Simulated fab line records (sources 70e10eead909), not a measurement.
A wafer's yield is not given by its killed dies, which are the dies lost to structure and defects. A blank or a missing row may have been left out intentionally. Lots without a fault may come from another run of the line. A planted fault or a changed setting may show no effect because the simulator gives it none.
A struck lot beside a sound one    flow nand_harc    15 out of 1302 route steps
Sound: these wafers, L287.3, L287.5, L287.6. Wafers L295.3, L295.4, L295.6 were the ones struck. The cause comes at the end.
Per side, at each step with rows, come the tool, then ch with its chambers, and then its first start. Under that, the readings that differ: sound wafers    struck wafers    difference of the means    sigmas: that difference in standard deviations of wafers without a fault.
alike: a reading whose means differ by less than 2 such deviations, as well as words and numbers matching on both sides. not compared: withheld readings; readings where some wafer has no value; bounds like >300 that might hide an equal value; numbers whose values overlap and for which the record gives no deviation.
A row with sigmas, a row that says differs or no value, or rows on one side alone: a step with any of these is where the two part. When numbers do not overlap yet have no deviation, they are printed without sigmas and do not part them. Lack of a reading on every wafer of one side parts them only where that side has two or more wafers.

first, 7 steps without rows for these wafers: NHARC_P_ZERO_WELL_HMDS_45 (time 30 s); NHARC_P_ZERO_WELL_COAT_46; NHARC_P_ZERO_WELL_SOFTBAKE_47 (time 95 s); NHARC_P_ZERO_WELL_EBR_48; NHARC_P_ZERO_WELL_EXPOSE_49 (exposes mask P HVPW, target cd 2000 nm); NHARC_P_ZERO_WELL_PEB_50 (peb time 85 s); NHARC_P_ZERO_WELL_DEVELOP_51 (time 70 s).
NHARC_P_ZERO_WELL_CD_MEAS_52: target cd 2000 nm.
  sound on cd_sem-02 ch 0, day 5 05:51; struck on cd_sem-03 ch 0, day 8 13:39
  alike: cd_nm
then, 1 step without rows for these wafers: NHARC_P_ZERO_WELL_HARDBAKE_53 (time 80 s).
NHARC_P_ZERO_WELL_DESCUM_54: chemistry O2, time 3 s.
  sound on rie_diel-05 ch 1,2,3, day 5 06:02; struck on rie_diel-04 ch 1,2, day 8 13:49
  alike: drypump_motor_current_A, oes_product_au, rf_vpp_V, showerhead_plenum_p_Torr, throttle_valve_pct
  not compared: rf_hours_counter_h
then, 2 steps without rows for these wafers: NHARC_P_ZERO_WELL_IMPLANT_55; NHARC_P_ZERO_WELL_IMPLANT_61.
NHARC_P_ZERO_WELL_STRIP_56: strips in SPM, time 840 s.
  sound on wet_bench-05 ch 3,5,7, day 5 06:34; struck on wet_bench-09 ch 3,5,6, day 8 14:21
reading           sound              struck             difference  sigmas
run_length_s (s)  842.4 842.7 844.1  263.7 260.6 261.9  -581.0      -99 or more
then, 1 step without rows for these wafers: NHARC_P_ZERO_WELL_PRECLEAN_68 (cleans in SC1, time 60 s).
NHARC_END_SORT_01:
  the record has rows for the sound wafers here (prober-02 ch 0, day 32 03:07) and none for the struck ones

== WHERE THEY PART ==
First at NHARC_P_ZERO_WELL_STRIP_56; last, within this record, at NHARC_END_SORT_01.

WHY: whatever the simulator had introduced
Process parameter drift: wet_bench-09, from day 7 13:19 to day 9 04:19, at NHARC_P_ZERO_WELL_STRIP_56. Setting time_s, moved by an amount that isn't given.
